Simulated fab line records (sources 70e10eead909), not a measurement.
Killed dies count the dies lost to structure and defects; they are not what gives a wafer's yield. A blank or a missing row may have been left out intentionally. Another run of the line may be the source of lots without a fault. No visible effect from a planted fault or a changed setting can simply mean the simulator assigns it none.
The tool behind it: which one? ; flow nand_harc ; 12 lots, 36 wafers sampled, at 6 steps of a route of 1302

## WHAT THE GAUGES SHOWED, per wafer
NHARC_A_BONDPAD_INSPECT_23.
lot;measured;on;raw_defect_count
L075;day 23 21:59;defect_inspect-01;583 561 465
L077;day 24 06:55;defect_inspect-01;645 406 577
L078;day 24 12:37;defect_inspect-02;386 481 496
L082;day 25 16:20;defect_inspect-01;454 432 408
L083;day 27 01:16;defect_inspect-02;492 660 399
L086;day 27 14:10;defect_inspect-02;929 552 834
L087;day 28 14:50;defect_inspect-02;791 508 526
L089;day 29 03:47;defect_inspect-01;604 466 581
L091;day 30 11:31;defect_inspect-01;679 593 698
L094;day 31 02:53;defect_inspect-02;355 435 442
L096;day 32 04:21;defect_inspect-01;532 464 509
L097;day 33 20:14;defect_inspect-01;522 556 454

## EACH LOT AND THE TOOL THAT RAN IT (in order: tool; ch and the chambers of the sampled wafers; start)
lot;NHARC_A_BLC_ETCH_18;NHARC_A_BLC_ALD_23;NHARC_A_M0_DEP_32;NHARC_A_M1_ETCH_28;NHARC_A_BONDPAD_DEP_00
L075;rie_diel-12 ch 0,1,2, day 23 07:44 or earlier;ald_metal-04 ch 0,1, day 23 07:44;pecvd-04 ch 0,1,2, day 23 13:25;rie_diel-06 ch 1,2, day 23 17:58 or earlier;pecvd-02 ch 0,1,2, day 23 17:58
L077;rie_diel-10 ch 0,1, day 23 17:22 or earlier;ald_metal-03 ch 0,2, day 23 17:22;pecvd-01 ch 0,1, day 23 22:21;rie_diel-06 ch 0,2,3, day 24 06:55 or earlier;pecvd-01 ch 0,1,2, day 24 06:55 or earlier
L078;rie_diel-12 ch 2,3, day 23 22:56 or earlier;ald_metal-03 ch 0,2,3, day 23 22:56;pecvd-02 ch 0,1,2, day 24 03:56;rie_diel-06 ch 0,2,3, day 24 08:39 or earlier;pecvd-01 ch 1,2, day 24 08:39
L082;rie_diel-08 ch 0,1,2, day 25 02:40 or earlier;ald_metal-03 ch 0,2,3, day 25 02:40;pecvd-02 ch 0,1,2, day 25 07:37;rie_diel-13 ch 0,1,3, day 25 12:21 or earlier;pecvd-03 ch 0,1, day 25 12:21
L083;rie_diel-12 ch 0,2, day 26 11:47 or earlier;ald_metal-01 ch 0,2,3, day 26 11:47;pecvd-04 ch 0,1,2, day 26 16:34;rie_diel-06 ch 0,1,3, day 26 21:16 or earlier;pecvd-01 ch 0,2, day 26 21:16
L086;rie_diel-08 ch 1,2,3, day 27 00:01 or earlier;ald_metal-01 ch 1,3, day 27 00:01;pecvd-02 ch 0,1,2, day 27 05:03;rie_diel-13 ch 1,2, day 27 10:02 or earlier;pecvd-02 ch 0,1, day 27 10:02
L087;rie_diel-08 ch 0,2,3, day 28 00:56 or earlier;ald_metal-01 ch 0,1,2, day 28 00:56;pecvd-01 ch 0,1, day 28 05:49;rie_diel-11 ch 2,3, day 28 10:43 or earlier;pecvd-03 ch 0,2, day 28 10:43
L089;rie_diel-08 ch 0,2,3, day 28 13:40 or earlier;ald_metal-01 ch 1,2,3, day 28 13:40;pecvd-02 ch 0,1,2, day 28 18:39;rie_diel-13 ch 0,2,3, day 28 23:44 or earlier;pecvd-03 ch 0,1,2, day 28 23:44
L091;rie_diel-08 ch 2,3, day 29 21:38 or earlier;ald_metal-04 ch 0,2,3, day 29 21:38;pecvd-01 ch 0,1, day 30 02:46;rie_diel-06 ch 0,2,3, day 30 07:35 or earlier;pecvd-03 ch 0,2, day 30 07:35
L094;rie_diel-12 ch 0,3, day 30 13:37 or earlier;ald_metal-04 ch 1,2,3, day 30 13:37;pecvd-01 ch 0,1,2, day 30 18:24;rie_diel-06 ch 1,2, day 30 23:02 or earlier;pecvd-01 ch 0,1,2, day 30 23:02
L096;rie_diel-12 ch 0,2,3, day 31 13:52 or earlier;ald_metal-03 ch 0,1,3, day 31 13:52;pecvd-01 ch 0,1,2, day 31 19:07;rie_diel-13 ch 0,1,3, day 31 23:49 or earlier;pecvd-02 ch 0,1,2, day 31 23:49
L097;rie_diel-12 ch 2,3, day 33 06:43 or earlier;ald_metal-04 ch 0,1,3, day 33 06:43;pecvd-04 ch 0,1,2, day 33 11:40;rie_diel-13 ch 1,2, day 33 16:21 or earlier;pecvd-02 ch 0,1,2, day 33 16:21
- NHARC_A_BLC_ETCH_18: etches the open film in C4F8/O2/Ar, target depth 910 nm.
- NHARC_A_BLC_ALD_23: deposits TiN, target thk 3 nm, pulse time 1 s, ald cycles 150.
- NHARC_A_M0_DEP_32: deposits SiCN, target thk 30 nm.
- NHARC_A_M1_ETCH_28: etches the open film in CF4/N2, target depth 30 nm, time 72.99 s.
- NHARC_A_BONDPAD_DEP_00: deposits SiCN, target thk 250 nm.

## THE ANSWER, worked out from the rows above alone
Rule: the usual values come from the lots themselves. Put in order of their means at a reading, lots are off if they are a third of the lots or fewer, leave a main group of 4 or more, and stand apart from it by a gap of 3 or more times the standard deviation of the main group's means; of several such gaps the widest counts. A main group is skipped when, at the precision printed for the reading in the tables above, its means are all equal. A lot without any number at a reading at which 4 lots or more have one is off too. Where the step has rows for the other lots, those lots are counted as sound.
None of the lots is off at any reading shown; this tells nothing.

## WHAT WAS PUT IN BY THE SIMULATOR
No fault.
